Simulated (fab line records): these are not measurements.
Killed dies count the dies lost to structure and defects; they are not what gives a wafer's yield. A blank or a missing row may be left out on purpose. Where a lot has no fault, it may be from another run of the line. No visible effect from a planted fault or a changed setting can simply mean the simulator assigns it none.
fab line records | flow nand-harc
record: lots: 6 | wafers: 18 | last-day: 34
route steps=1302 shown A_STAIRCASE@837 END@1302
lots with no fault: from the same line, run without faults
start-h: start of the lot's first displayed wafer, in hours after the record's first day | wait-h: hours elapsed since this lot's preceding step | " same as the row above | L1.1+2: one row covering several wafers at once | - no value present, or no start provided | * or withheld: withheld | < > ~ a bound
route shown NAME@n: a module of which the file shows steps, and the number in the route of the first | usual: the fault-free wafers' mean and standard deviation | same: alike in all rows | chamber/n: place in a boat | sites: each site's reading | _std_site: the values' standard deviation | _edge_site: outer sites' mean less inner sites' | radius-mm: how far each site lies from the wafer's centre | mask NAME#n: copy n | behind: the tool/chamber that last shaped the wafer | hold: what put the lot on hold/how long, in hours/how the hold closed | device: transistor that didn't switch, given as n, p or np | end of line: tests of these same wafers at the route's end | where a step has no rows: the recipe by itself | killed: dies lost to structure and defects at the first sort, not the wafer's yield | map: shows each die of a wafer: x if killed, . if not, _ if none is there
set.NAME: the setting the step ran with; set.NAME@STEP: the setting that earlier step ran with | model.NAME: the simulator's own value behind a step, which no gauge read
lots at some steps of the route; a table a step, a row a wafer
services: when a tool's chamber went out of use (start-h, in hours from the record's first day, below 0 if earlier), for how many hours, and the reason
== steps ==
step: NHARC_A_STAIRCASE_STRIP_317
recipe: time-s: 900 | temp-c: 130 | chemistry: SPM
step: NHARC_A_STAIRCASE_PRECLEAN_318
recipe: time-s: * | temp-c: 50 | bath-age-min: 0 | chemistry: SC1
step: NHARC_A_STAIRCASE_SRD_329
step: NHARC_A_STAIRCASE_ALD_415
recipe: target-thk-a: 300 | pulse-time-s: 6 | ald-cycles: 300 | temp-c: 300 | material: SiO2
usual: heater-power-w: 472/49 | precursor-pulse-height-rel: 1.001/0.019
lot.wafer | tool      | chamber | start-h | wait-h | heater-power-w | precursor-pulse-height-rel
L430.3    | ald-hk-02 | 3       | 400.02  | 0.3    | 505            | 0.982
L430.4    | "         | 0       | "       | "      | 480            | 1.029
L430.6    | "         | 3       | "       | "      | 514            | 1.016
L438.3    | ald-hk-02 | 2       | 484.34  | 0.1    | 480            | 0.993
L438.6    | "         | 2       | "       | "      | 483            | 0.986
L438.5    | "         | 3       | "       | "      | 518            | 0.997
L439.1    | ald-hk-01 | 2       | 490.67  | 0.1    | 527            | 0.977
L439.4    | "         | 3       | "       | "      | 500            | 1.010
L439.3    | "         | 0       | "       | "      | 423            | 1.013
L449.1    | ald-hk-02 | 2       | 584.89  | 0.5    | 489            | 1.005
L449.5    | "         | 0       | "       | "      | 454            | 0.973
L449.6    | "         | 1       | "       | "      | 418            | 1.018
L450.3    | ald-hk-01 | 2       | 608.76  | 0.1    | 533            | 0.972
L450.4    | "         | 1       | "       | "      | 392            | 0.961
L450.6    | "         | 3       | "       | "      | 514            | 1.012
L452.2    | ald-hk-01 | 3       | 631.67  | 0.5    | 522            | 0.986
L452.4    | "         | 0       | "       | "      | 429            | 1.058
L452.6    | "         | 1       | "       | "      | 387            | 0.967
step: NHARC_A_STAIRCASE_ETCHBACK_416
recipe: target-depth-a: 360 | time-s: 7.2 | c4f8-flow-sccm: withheld | o2-flow-sccm: 8 | ar-flow-sccm: withheld | rf-w: 600 | bias-w: 800 | chemistry: C4F8/O2/Ar
step: NHARC_A_STAIRCASE_STRIP_476
recipe: time-s: 20 | o2-flow-sccm: 500 | ar-flow-sccm: 0 | bias-w: 0 | chemistry: O2
step: NHARC_A_STAIRCASE_DEP_417
recipe: target-thk-a: 600 | step-coverage-pct: 20 | temp-c: 400 | target-thk-nm: 60 | flow-sccm: 200 | rf-w: 450 | material: Si3N4
step: NHARC_A_STAIRCASE_WET_418
recipe: temp-c: 160 | target-depth-a: 200 | chemistry: H3PO4
step: NHARC_A_STAIRCASE_PRECLEAN_419
recipe: time-s: * | temp-c: 50 | bath-age-min: 0 | chemistry: SC1
step: NHARC_A_STAIRCASE_SRD_421
step: NHARC_A_STAIRCASE_ALD_420
recipe: target-thk-a: 200 | pulse-time-s: 6 | ald-cycles: 200 | temp-c: 300 | material: SiO2
step: NHARC_A_STAIRCASE_CVD_552
recipe: target-thk-a: 400 | temp-c: 700 | pressure-mtorr: 300 | material: SiNx
usual: pressure-mtorr: 299.9/0.54 | spike-tc-centre-C: 699.9/1.1 | spike-tc-top-C: 718.7/1.5
lot.wafer | tool     | chamber | start-h | wait-h | pressure-mtorr | spike-tc-centre-C | spike-tc-top-C
L430.3    | lpcvd-01 | 1       | 409.30  | -      | 299.4          | 699.8             | 719.4
L430.4    | "        | 1       | "       | "      | 299.6          | 701.9             | 719.7
L430.6    | "        | 1       | "       | "      | 299.9          | 699.0             | 720.0
L438.3    | lpcvd-02 | 1       | 494.23  | -      | 299.4          | 700.7             | 717.4
L438.5    | "        | 1       | "       | "      | 300.1          | 699.9             | 717.6
L438.6    | "        | 1       | "       | "      | 300.3          | 699.9             | 717.8
L439.1    | lpcvd-02 | 1       | 500.20  | -      | 300.3          | 698.6             | 718.3
L439.3    | "        | 1       | "       | "      | 301.2          | 698.7             | 715.3
L439.4    | "        | 1       | "       | "      | 300.4          | 698.7             | 717.6
L449.1    | lpcvd-01 | 1       | 595.15  | -      | 299.4          | 700.6             | 719.7
L449.5    | "        | 1       | "       | "      | 299.8          | 700.9             | 718.3
L449.6    | "        | 1       | "       | "      | 300.3          | 701.9             | 719.3
L450.3    | lpcvd-02 | 1       | 618.27  | -      | 300.1          | 697.2             | 715.9
L450.4    | "        | 1       | "       | "      | 300.2          | 699.1             | 716.8
L450.6    | "        | 1       | "       | "      | 299.9          | 697.6             | 716.9
L452.2    | lpcvd-02 | 1       | 642.12  | -      | 299.6          | 698.6             | 717.2
L452.4    | "        | 1       | "       | "      | 299.5          | 699.1             | 717.1
L452.6    | "        | 1       | "       | "      | 299.3          | 698.2             | 716.3
step: NHARC_A_STAIRCASE_DEP_151
recipe: target-thk-a: 72000 | temp-c: 400 | target-thk-nm: 7200 | teos-flow-sccm: 200 | rf-w: 500 | material: SiO2
usual: heater-power-w: 657/100
lot.wafer | tool     | chamber | start-h | wait-h | heater-power-w
L430.3    | pecvd-03 | 1       | 412.94  | 0.4    | 790
L430.6    | "        | 1       | "       | "      | 660
L430.4    | "        | 2       | "       | "      | 672
L438.3    | pecvd-02 | 1       | 498.02  | 0.6    | 800
L438.5    | "        | 2       | "       | "      | 659
L438.6    | "        | 1       | "       | "      | 680
L439.1    | pecvd-02 | 0       | 503.76  | 0.4    | 540
L439.3    | "        | 1       | "       | "      | 837
L439.4    | "        | 0       | "       | "      | 536
L449.1    | pecvd-03 | 0       | 598.76  | 0.4    | 852
L449.5    | "        | 0       | "       | "      | 731
L449.6    | "        | 1       | "       | "      | 634
L450.3    | pecvd-04 | 0       | 622.00  | 0.5    | 669
L450.4    | "        | 2       | "       | "      | 458
L450.6    | "        | 0       | "       | "      | 630
L452.2    | pecvd-03 | 2       | 645.97  | 0.6    | 846
L452.6    | "        | 0       | "       | "      | 699
L452.4    | "        | 2       | "       | "      | 664
step: NHARC_A_STAIRCASE_ANNEAL_320
recipe: temp-c: 750 | time-s: 1800
step: NHARC_A_STAIRCASE_DEP_322
recipe: target-thk-a: 72000 | temp-c: 400 | target-thk-nm: 7200 | teos-flow-sccm: 200 | rf-w: 500 | material: SiO2
step: NHARC_A_STAIRCASE_ANNEAL_323
recipe: temp-c: 750 | time-s: 1800
step: NHARC_A_STAIRCASE_DEP_325
recipe: target-thk-a: 72000 | temp-c: 400 | target-thk-nm: 7200 | teos-flow-sccm: 200 | rf-w: 500 | material: SiO2
step: NHARC_A_STAIRCASE_ANNEAL_326
recipe: temp-c: 750 | time-s: 1800
step: NHARC_A_STAIRCASE_DEHYDRATE_433
recipe: temp-c: 150 | time-s: 120
step: NHARC_A_STAIRCASE_HMDS_434
recipe: time-s: 30
step: NHARC_A_STAIRCASE_COAT_435
recipe: spin-rpm: 1200
step: NHARC_A_STAIRCASE_SOFTBAKE_436
recipe: temp-c: 135 | time-s: 170
step: NHARC_A_STAIRCASE_EBR_437
step: NHARC_A_STAIRCASE_EXPOSE_438
recipe: na: 0.5 | dose-mj: 28.97 | mask-id: STAIR_REV
step: NHARC_A_STAIRCASE_PEB_439
recipe: peb-temp-c: 115 | peb-time-s: 130
step: NHARC_A_STAIRCASE_DEVELOP_440
recipe: time-s: 140
step: NHARC_A_STAIRCASE_HARDBAKE_442
recipe: temp-c: 120 | time-s: 140
step: NHARC_A_STAIRCASE_DESCUM_443
recipe: time-s: 3 | o2-flow-sccm: 200 | ar-flow-sccm: 0 | bias-power-w: 0 | chemistry: O2
step: NHARC_A_STAIRCASE_ETCH_444
recipe: target-depth-a: 2.04e+05 | time-s: 6800 | c4f8-flow-sccm: 20 | o2-flow-sccm: 10 | ar-flow-sccm: withheld | rf-w: 600 | bias-w: 1000 | chemistry: C4F8/O2
step: NHARC_A_STAIRCASE_STRIP_446
recipe: power-w: 1500 | temp-c: 250 | chemistry: O2
usual: drypump-motor-current-A: 6.0/0.61 | heater-power-w: 308/22 | rf-refl-power-W: 15/3.9 | temp-c: 250.01/0.2
lot.wafer | tool            | chamber | start-h | wait-h | drypump-motor-current-A | heater-power-w | rf-hours-counter-h | rf-refl-power-W | temp-c
L430.3    | plasma-asher-01 | 1       | 445.06  | 0.1    | 4.9                     | 329            | -                  | 14              | 250.12
L430.4    | "               | 0       | "       | "      | 6.3                     | 310            | -                  | 22              | 249.73
L430.6    | "               | 1       | "       | "      | 5.0                     | 332            | -                  | 13              | 250.10
L438.3    | plasma-asher-01 | 0       | 528.89  | 0.1    | 6.3                     | 292            | -                  | 22              | 250.15
L438.6    | "               | 0       | "       | "      | 6.3                     | 296            | -                  | 21              | 250.61
L438.5    | "               | 1       | "       | "      | 4.9                     | 335            | -                  | 14              | 250.05
L439.1    | plasma-asher-02 | 1       | 528.91  | 0.0    | 6.6                     | 276            | 26                 | 13              | 250.03
L439.4    | "               | 1       | "       | "      | 6.6                     | 283            | -                  | 14              | 249.73
L439.3    | "               | 0       | "       | "      | 6.1                     | 321            | -                  | 13              | 249.80
L449.1    | plasma-asher-01 | 1       | 629.13  | 0.0    | 4.9                     | 336            | 20                 | 14              | 249.66
L449.6    | "               | 1       | "       | "      | 4.9                     | 354            | -                  | 14              | 249.55
L449.5    | "               | 0       | "       | "      | 6.3                     | 302            | -                  | 22              | 250.38
L450.3    | plasma-asher-02 | 0       | 652.87  | 0.1    | 6.1                     | 316            | -                  | 12              | 249.41
L450.4    | "               | 1       | "       | "      | 6.6                     | 271            | -                  | 13              | 250.04
L450.6    | "               | 0       | "       | "      | 6.1                     | 323            | -                  | 13              | 249.95
L452.2    | plasma-asher-02 | 1       | 685.54  | 0.1    | 6.6                     | 276            | 15                 | 13              | 250.05
L452.4    | "               | 0       | "       | "      | 6.1                     | 315            | -                  | 12              | 250.20
L452.6    | "               | 1       | "       | "      | 6.6                     | 275            | -                  | 13              | 250.35
step: NHARC_A_STAIRCASE_STRIP_447
recipe: time-s: 900 | temp-c: 130 | chemistry: SPM
step: NHARC_A_STAIRCASE_PRECLEAN_448
recipe: time-s: * | temp-c: 50 | bath-age-min: 0 | chemistry: SC1
step: NHARC_A_STAIRCASE_SRD_449
step: NHARC_A_STAIRCASE_CMP_450
recipe: target-thk-nm: 200 | material: SiO2
usual: motor-current-A: 11.9/1.1 | slurry-flow-ml-min: 150.0/0.54
lot.wafer | tool   | chamber | start-h | wait-h | motor-current-A | slurry-flow-ml-min
L430.3    | cmp-02 | 1       | 445.78  | -      | 10.1            | 150.6
L430.4    | "      | 2       | "       | "      | 12.8            | 150.6
L430.6    | "      | 3       | "       | "      | 11.3            | 150.0
L438.3    | cmp-03 | 2       | 529.62  | -      | 11.2            | 150.0
L438.5    | "      | 0       | "       | "      | 13.0            | 149.6
L438.6    | "      | 1       | "       | "      | 12.2            | 149.9
L439.3    | cmp-03 | 0       | 529.75  | -      | 12.0            | 150.1
L439.1    | "      | 1       | "       | "      | 12.0            | 150.3
L439.4    | "      | 2       | "       | "      | 11.6            | 150.0
L449.1    | cmp-03 | 3       | 629.94  | -      | 13.6            | 149.5
L449.5    | "      | 3       | "       | "      | 13.4            | 150.3
L449.6    | "      | 0       | "       | "      | 12.5            | 149.5
L450.4    | cmp-04 | 2       | 653.58  | -      | 12.8            | 149.5
L450.3    | "      | 1       | "       | "      | 11.6            | 149.9
L450.6    | "      | 2       | "       | "      | 12.5            | 149.6
L452.4    | cmp-02 | 0       | 686.30  | -      | 9.9             | 150.9
L452.2    | "      | 2       | "       | "      | 12.3            | 149.8
L452.6    | "      | 3       | "       | "      | 11.2            | 150.0
step: NHARC_A_STAIRCASE_CMP_152
usual: motor-current-A: 12.0/1.1 | slurry-flow-ml-min: 150.0/0.47
lot.wafer | tool   | chamber | start-h | wait-h | motor-current-A | slurry-flow-ml-min
L430.3    | cmp-02 | 1       | 445.86  | 0.1    | 10.2            | 149.9
L430.4    | "      | 2       | "       | "      | 12.2            | 150.0
L430.6    | "      | 3       | "       | "      | 11.5            | 150.6
L438.3    | cmp-03 | 2       | 529.70  | 0.1    | 11.2            | 149.3
L438.5    | "      | 0       | "       | "      | 12.5            | 150.3
L438.6    | "      | 1       | "       | "      | 12.5            | 149.6
L439.3    | cmp-03 | 0       | 529.82  | 0.1    | 12.5            | 150.3
L439.1    | "      | 1       | "       | "      | 11.8            | 150.4
L439.4    | "      | 2       | "       | "      | 11.3            | 151.1
L449.1    | cmp-03 | 3       | 630.02  | 0.1    | 13.8            | 149.9
L449.5    | "      | 3       | "       | "      | 13.5            | 150.5
L449.6    | "      | 0       | "       | "      | 12.4            | 150.5
L450.4    | cmp-04 | 2       | 653.65  | 0.1    | 12.6            | 150.6
L450.3    | "      | 1       | "       | "      | 12.7            | 149.9
L450.6    | "      | 2       | "       | "      | 12.7            | 150.3
L452.4    | cmp-02 | 0       | 686.38  | 0.1    | 10.2            | 150.4
L452.2    | "      | 2       | "       | "      | 13.0            | 149.9
L452.6    | "      | 3       | "       | "      | 12.0            | 149.2
step: NHARC_END_SORT_01
recipe: temp-c: 25
usual: killed-at-array: 56/17 | killed-at-other: 0.9/1.2 | killed-at-periphery: 3.9/2.5 | killed-dies: 61/17 | killed-open: 3.2/1.8 | killed-short: 2.7/1.7
same: gross-dies: 677
lot.wafer | tool      | chamber | start-h | wait-h | hold                   | killed-at-array | killed-at-other | killed-at-periphery | killed-dies | killed-open | killed-short
L439.1    | prober-01 | 0       | 661.53  | 2.5    | await-dispo/6.6h/scrap | 674             | 0               | 3                   | 677         | 2           | 3
L439.3    | prober-01 | 0       | 663.12  | 3.1    | await-dispo/6.6h/scrap | 675             | 0               | 2                   | 677         | 1           | 1
L439.4    | prober-01 | 0       | 663.91  | 3.4    | await-dispo/6.6h/scrap | 677             | 0               | 0                   | 677         | 3           | 3
L438.3    | prober-02 | 0       | 669.98  | 3.1    | await-dispo/3.4h/scrap | 677             | 0               | 0                   | 677         | 5           | 2
L438.5    | prober-02 | 0       | 671.61  | 3.8    | await-dispo/3.4h/scrap | 674             | 1               | 2                   | 677         | 6           | 4
L438.6    | prober-02 | 0       | 672.43  | 4.1    | await-dispo/3.4h/scrap | 675             | 1               | 1                   | 677         | 2           | 0
L449.1    | prober-01 | 0       | 759.93  | 2.5    | -                      | 38              | 1               | 6                   | 45          | 1           | 1
L449.5    | prober-01 | 0       | 763.16  | 3.7    | -                      | 51              | 1               | 2                   | 54          | 1           | 4
L449.6    | prober-01 | 0       | 763.97  | 4.0    | -                      | 48              | 1               | 13                  | 62          | 3           | 4
L450.3    | prober-01 | 0       | 780.32  | 3.1    | -                      | 38              | 3               | 6                   | 47          | 2           | 2
L450.4    | prober-01 | 0       | 781.12  | 3.4    | -                      | 29              | 1               | 3                   | 33          | 2           | 2
L450.6    | prober-01 | 0       | 782.73  | 4.0    | -                      | 28              | 7               | 4                   | 39          | 2           | 3
L452.2    | prober-01 | 0       | 817.92  | 2.8    | -                      | 63              | 0               | 7                   | 70          | 1           | 5
L452.4    | prober-01 | 0       | 819.53  | 3.4    | -                      | 68              | 1               | 3                   | 72          | 3           | 2
L452.6    | prober-01 | 0       | 821.13  | 4.0    | -                      | 76              | 0               | 7                   | 83          | 4           | 0
killed by level:class
L439.1 A_STAIRCASE:area-cvd=605 A_CHANNEL_HOLE_D1:chamber-film-flake=29 A_SLIT:chamber-film-flake=12 A_CONTACT:chamber-film-flake=11 A_CHANNEL_HOLE_D2:chamber-film-flake=9 A_STAIRCASE:chamber-film-flake=2 P_STI:geometric-particle:short=1 P_CONTACT:geometric-particle:open=1
L439.3 A_STAIRCASE:area-cvd=608 A_CHANNEL_HOLE_D1:chamber-film-flake=34 A_SLIT:chamber-film-flake=14 A_CONTACT:chamber-film-flake=11 A_CHANNEL_HOLE_D2:chamber-film-flake=6 P_M1:geometric-particle:short=1 A_CHANNEL_HOLE_D1:geometric-particle:open=1 P_M0:chamber-film-flake=1
L439.4 A_STAIRCASE:area-cvd=582 A_SLIT:chamber-film-flake=35 A_CHANNEL_HOLE_D1:chamber-film-flake=32 A_CONTACT:chamber-film-flake=13 A_CHANNEL_HOLE_D2:chamber-film-flake=9 A_CHANNEL_HOLE_D1:geometric-particle:short=1 A_ONON_D2:geometric-particle:open=1 A_CHANNEL_FILL_D2:geometric-particle:short=1
L438.3 A_STAIRCASE:area-cvd=625 A_CHANNEL_HOLE_D1:chamber-film-flake=37 A_BLC:geometric-particle:open=2 A_CHANNEL_FILL_D2:chamber-film-flake=2 A_CHANNEL_FILL_D1:geometric-particle:open=1 A_CHANNEL_FILL_D1:geometric-particle:short=1 A_CONTACT:geometric-particle:short=1 A_CONTACT:geometric-particle:open=1
L438.5 A_STAIRCASE:area-cvd=625 A_CHANNEL_HOLE_D1:chamber-film-flake=31 A_BONDPAD:chamber-film-flake=4 P_CONTACT:geometric-particle:short=2 A_CHANNEL_HOLE_D2:unspecified=2 A_SOURCE_PLATE:geometric-particle:open=1 A_ONON_D1:geometric-particle:open=1 A_CHANNEL_FILL_D1:geometric-particle:open=1
L438.6 A_STAIRCASE:area-cvd=626 A_CHANNEL_HOLE_D1:chamber-film-flake=33 A_SLIT:chamber-film-flake=4 A_CONTACT:chamber-film-flake=4 A_DECK1_JOINT:chamber-film-flake=2 A_CHANNEL_FILL_D2:chamber-film-flake=2 A_CHANNEL_HOLE_D2:geometric-particle:open=1 A_M0:geometric-particle:open=1
L449.1 A_CHANNEL_HOLE_D1:chamber-film-flake=13 A_SLIT:chamber-film-flake=12 A_CONTACT:chamber-film-flake=5 P_M2:chamber-film-flake=3 A_CHANNEL_HOLE_D2:chamber-film-flake=3 P_CONTACT:chamber-film-flake=2 A_STAIRCASE:chamber-film-flake=2 A_CHANNEL_FILL_D1:geometric-particle:open=1
L449.5 A_SLIT:chamber-film-flake=32 A_CHANNEL_HOLE_D1:chamber-film-flake=7 A_STAIRCASE:chamber-film-flake=3 A_CONTACT:chamber-film-flake=3 A_ONON_D2:geometric-particle:short=2 P_M2:chamber-film-flake=2 A_CHANNEL_FILL_D1:geometric-particle:short=1 A_WL_FILL:geometric-particle:short=1
L449.6 A_SLIT:chamber-film-flake=22 A_CHANNEL_HOLE_D1:chamber-film-flake=12 P_M2:chamber-film-flake=7 P_CONTACT:chamber-film-flake=4 A_CONTACT:chamber-film-flake=3 A_CHANNEL_FILL_D1:geometric-particle:open=2 A_CHANNEL_HOLE_D2:chamber-film-flake=2 P_CONTACT:geometric-particle:open=1
L450.3 A_SLIT:chamber-film-flake=10 A_STAIRCASE:chamber-film-flake=9 A_CONTACT:chamber-film-flake=5 P_ZERO_WELL:chamber-film-flake=3 A_CHANNEL_HOLE_D1:chamber-film-flake=3 A_WL_FILL:chamber-film-flake=3 A_BLC:chamber-film-flake=3 THIN_TSV:chamber-film-flake=3
L450.4 A_SLIT:chamber-film-flake=9 A_STAIRCASE:chamber-film-flake=7 A_CONTACT:chamber-film-flake=5 P_GATE:chamber-film-flake=3 A_WL_FILL:geometric-particle:open=2 A_CHANNEL_HOLE_D1:chamber-film-flake=2 A_BLC:chamber-film-flake=2 A_CHANNEL_HOLE_D2:geometric-particle:short=1
L450.6 A_SLIT:chamber-film-flake=8 A_STAIRCASE:chamber-film-flake=7 THIN_TSV:chamber-film-flake=7 A_CONTACT:chamber-film-flake=6 P_GATE:chamber-film-flake=3 A_WL_FILL:geometric-particle:short=2 A_CHANNEL_HOLE_D2:geometric-particle:short=1 A_WL_FILL:geometric-particle:open=1
L452.2 A_SLIT:chamber-film-flake=22 A_CHANNEL_HOLE_D2:chamber-film-flake=22 P_CONTACT:chamber-film-flake=4 A_STAIRCASE:chamber-film-flake=4 A_CONTACT:chamber-film-flake=4 A_BLC:chamber-film-flake=3 A_ONON_D2:geometric-particle:short=2 P_ZERO_WELL:chamber-film-flake=2
L452.4 A_SLIT:chamber-film-flake=33 A_CHANNEL_HOLE_D2:chamber-film-flake=14 A_BLC:chamber-film-flake=9 A_CONTACT:chamber-film-flake=5 A_ONON_D2:geometric-particle:short=1 A_WL_FILL:geometric-particle:short=1 A_BLC:geometric-particle:open=1 A_M0:geometric-particle:open=1
L452.6 A_CHANNEL_HOLE_D2:chamber-film-flake=27 A_SLIT:chamber-film-flake=27 A_CONTACT:chamber-film-flake=7 A_STAIRCASE:chamber-film-flake=5 P_CONTACT:chamber-film-flake=4 A_BLC:chamber-film-flake=4 A_DECK1_JOINT:chamber-film-flake=2 P_M0:geometric-particle:open=1
map L438.3 (x killed, . not)
____________x____________
_________xxxxxxx_________
_______xxxxxxxxxxx_______
______xxxxxxxxxxxxx______
_____xxxxxxxxxxxxxxx_____
____xxxxxxxxxxxxxxxxx____
____xxxxxxxxxxxxxxxxx____
___xxxxxxxxxxxxxxxxxxx___
___xxxxxxxxxxxxxxxxxxx___
__xxxxxxxxxxxxxxxxxxxxx__
__xxxxxxxxxxxxxxxxxxxxx__
_xxxxxxxxxxxxxxxxxxxxxxx_
_xxxxxxxxxxxxxxxxxxxxxxx_
_xxxxxxxxxxxxxxxxxxxxxxx_
_xxxxxxxxxxxxxxxxxxxxxxx_
_xxxxxxxxxxxxxxxxxxxxxxx_
xxxxxxxxxxxxxxxxxxxxxxxxx
xxxxxxxxxxxxxxxxxxxxxxxxx
xxxxxxxxxxxxxxxxxxxxxxxxx
xxxxxxxxxxxxxxxxxxxxxxxxx
xxxxxxxxxxxxxxxxxxxxxxxxx
_xxxxxxxxxxxxxxxxxxxxxxx_
_xxxxxxxxxxxxxxxxxxxxxxx_
_xxxxxxxxxxxxxxxxxxxxxxx_
_xxxxxxxxxxxxxxxxxxxxxxx_
_xxxxxxxxxxxxxxxxxxxxxxx_
__xxxxxxxxxxxxxxxxxxxxx__
__xxxxxxxxxxxxxxxxxxxxx__
___xxxxxxxxxxxxxxxxxxx___
___xxxxxxxxxxxxxxxxxxx___
____xxxxxxxxxxxxxxxxx____
____xxxxxxxxxxxxxxxxx____
_____xxxxxxxxxxxxxxx_____
______xxxxxxxxxxxxx______
_______xxxxxxxxxxx_______
_________xxxxxxx_________
____________x____________
map L439.1 (x killed, . not)
____________x____________
_________xxxxxxx_________
_______xxxxxxxxxxx_______
______xxxxxxxxxxxxx______
_____xxxxxxxxxxxxxxx_____
____xxxxxxxxxxxxxxxxx____
____xxxxxxxxxxxxxxxxx____
___xxxxxxxxxxxxxxxxxxx___
___xxxxxxxxxxxxxxxxxxx___
__xxxxxxxxxxxxxxxxxxxxx__
__xxxxxxxxxxxxxxxxxxxxx__
_xxxxxxxxxxxxxxxxxxxxxxx_
_xxxxxxxxxxxxxxxxxxxxxxx_
_xxxxxxxxxxxxxxxxxxxxxxx_
_xxxxxxxxxxxxxxxxxxxxxxx_
_xxxxxxxxxxxxxxxxxxxxxxx_
xxxxxxxxxxxxxxxxxxxxxxxxx
xxxxxxxxxxxxxxxxxxxxxxxxx
xxxxxxxxxxxxxxxxxxxxxxxxx
xxxxxxxxxxxxxxxxxxxxxxxxx
xxxxxxxxxxxxxxxxxxxxxxxxx
_xxxxxxxxxxxxxxxxxxxxxxx_
_xxxxxxxxxxxxxxxxxxxxxxx_
_xxxxxxxxxxxxxxxxxxxxxxx_
_xxxxxxxxxxxxxxxxxxxxxxx_
_xxxxxxxxxxxxxxxxxxxxxxx_
__xxxxxxxxxxxxxxxxxxxxx__
__xxxxxxxxxxxxxxxxxxxxx__
___xxxxxxxxxxxxxxxxxxx___
___xxxxxxxxxxxxxxxxxxx___
____xxxxxxxxxxxxxxxxx____
____xxxxxxxxxxxxxxxxx____
_____xxxxxxxxxxxxxxx_____
______xxxxxxxxxxxxx______
_______xxxxxxxxxxx_______
_________xxxxxxx_________
____________x____________
== services ==
tool            | chamber | start-h | hours | kind
cmp-03          | -       | 379.57  | 4.0   | pm
ald-hk-02       | -       | 380.90  | 0.6   | repair
pecvd-03        | -       | 385.14  | 3.3   | repair
lpcvd-02        | -       | 388.50  | 26.0  | pm
plasma-asher-01 | -       | 388.88  | 10.2  | repair
cmp-02          | -       | 392.65  | 0.8   | repair
cmp-02          | -       | 402.08  | 0.8   | repair
cmp-02          | -       | 411.64  | 4.2   | repair
plasma-asher-02 | -       | 426.42  | 9.0   | pm
cmp-02          | -       | 430.77  | 4.0   | pm
cmp-02          | -       | 450.74  | 0.4   | repair
cmp-03          | -       | 458.32  | 0.9   | repair
cmp-02          | -       | 467.60  | 0.8   | repair
cmp-03          | -       | 477.57  | 4.0   | pm
cmp-03          | -       | 491.42  | 1.2   | repair
cmp-02          | -       | 494.87  | 0.6   | repair
cmp-02          | -       | 528.77  | 4.0   | pm
lpcvd-02        | -       | 530.74  | 1.9   | repair
cmp-03          | -       | 553.43  | 0.4   | repair
cmp-03          | -       | 575.57  | 4.0   | pm
cmp-02          | -       | 576.62  | 1.1   | repair
cmp-02          | -       | 626.77  | 4.0   | pm
cmp-02          | -       | 665.50  | 4.5   | repair
cmp-03          | -       | 673.57  | 4.0   | pm
== key ==
first-sign: step: NHARC_END_SORT_01 | reading: killed-at-array | direction: up | sigmas: 37 | usual: 56 | struck: 675
effect: step: NHARC_END_SORT_01 | reading: killed-dies | direction: up | sigmas: 36 | usual: 61 | struck: 677
more-kills-born-at: NHARC_A_STAIRCASE_CVD_552@lpcvd-02: 3671
met-at NHARC_A_STAIRCASE_CVD_552
struck-wafers L438.3,L438.5,L438.6,L439.1,L439.3,L439.4
later-rows-left-out L438.3,L438.5,L438.6,L439.1,L439.3,L439.4
tester-left-out L438,L439
also-fits NHARC_A_STAIRCASE_DEP_151:pecvd-02
fault: kind: process-parameter-drift | tool: lpcvd-02 | chamber: - | onset-h: 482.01 | steps: NHARC_A_STAIRCASE_CVD_552 | channel: target-thk-a | offset: * | shape: step | end-h: 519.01 | acts-in: * | stated: *
tester-left-out: of these lots the tester's yield and bins aren't shown, on N5 and GAA mostly nor the transistor test; their killed dies are dies lost to structure and defects alone, not to doping, threshold or leakage, so they don't give the yield
later-rows-left-out: the simulator's readings of these wafers behind a module that went badly wrong aren't trusted and aren't shown, but for the sort
